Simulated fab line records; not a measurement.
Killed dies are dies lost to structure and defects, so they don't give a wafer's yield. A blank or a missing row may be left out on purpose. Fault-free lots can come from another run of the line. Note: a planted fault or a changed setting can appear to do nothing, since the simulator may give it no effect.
Chamber matching | flow n5Finfet | rieDiel-06 running N5_SDB_STRIP_21: 4 sister chambers
The step strips in CF4. 16 wafers are shown with their chamber, then 8 later ones without.

WAFERS, EACH WITH ITS CHAMBER
wafer  | chamber | drypumpMotorCurrentA (A) | showerheadPlenumPTorr (Torr) | oesProductAu (a.u.)
L074.1 | 0       | 4.9                      | 1.72                         | 0.73
L074.4 | 0       | 4.9                      | 1.72                         | 0.73
L074.5 | 1       | 5.9                      | 1.71                         | 0.70
L076.2 | 1       | 5.9                      | 1.71                         | 0.70
L076.3 | 3       | 6.4                      | 1.86                         | 0.76
L076.4 | 0       | 4.9                      | 1.71                         | 0.73
L079.1 | 0       | 4.9                      | 1.71                         | 0.72
L079.3 | 3       | 6.5                      | 1.86                         | 0.75
L079.6 | 0       | 4.9                      | 1.71                         | 0.72
L087.1 | 2       | 6.2                      | 1.78                         | 0.94
L087.5 | 0       | 4.9                      | 1.71                         | 0.71
L087.6 | 1       | 5.9                      | 1.70                         | 0.68
L089.1 | 3       | 6.5                      | 1.85                         | 0.74
L089.4 | 3       | 6.4                      | 1.85                         | 0.73
L089.5 | 2       | 6.2                      | 1.78                         | 0.91
L091.2 | 0       | 4.9                      | 1.70                         | 0.70

SIGNATURES (averages over the wafers above)
reading               | chamber 0 | chamber 1 | chamber 2 | chamber 3 | scatter within a chamber
drypumpMotorCurrentA  | 4.900     | 5.900     | 6.200     | 6.450     | 0.0289
showerheadPlenumPTorr | 1.7114    | 1.7067    | 1.7800    | 1.8550    | 0.00614
oesProductAu          | 0.7200    | 0.6933    | 0.9250    | 0.7450    | 0.013
Rule: a wafer lies at a distance from a chamber equal to the root of the sum of squares, over the readings, of (its reading less the chamber's mean, divided by the reading's scatter). If the next closest chamber is less than 2 further off than the closest, the wafer can't be placed; otherwise it belongs to the closest. The scatter: take each reading less its chamber's mean, square it, sum over the shown wafers, divide by the number of wafers less the number of chambers, and take the root.

WAFERS WITHOUT THEIR CHAMBER
wafer  | drypumpMotorCurrentA (A) | showerheadPlenumPTorr (Torr) | oesProductAu (a.u.)
L091.3 | 6.2                      | 1.78                         | 0.90
L091.6 | 4.9                      | 1.71                         | 0.70
L095.2 | 6.2                      | 1.77                         | 0.89
L095.3 | 4.9                      | 1.70                         | 0.70
L095.4 | 5.9                      | 1.91                         | 0.96
L097.3 | 4.9                      | 1.70                         | 0.68
L097.5 | 5.9                      | 1.91                         | 0.94
L097.6 | 6.2                      | 1.77                         | 0.88

WHICH CHAMBER EACH WENT THROUGH
wafer  | from the rows above | in truth
L091.3 | 2                   | 2
L091.6 | 0                   | 0
L095.2 | 2                   | 2
L095.3 | 0                   | 0
L095.4 | 2                   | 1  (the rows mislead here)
L097.3 | 0                   | 0
L097.5 | 2                   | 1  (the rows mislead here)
L097.6 | 2                   | 2
Correctly placed: 6 of 8. Number that these rows cannot place: 0. 2 placed wrongly.
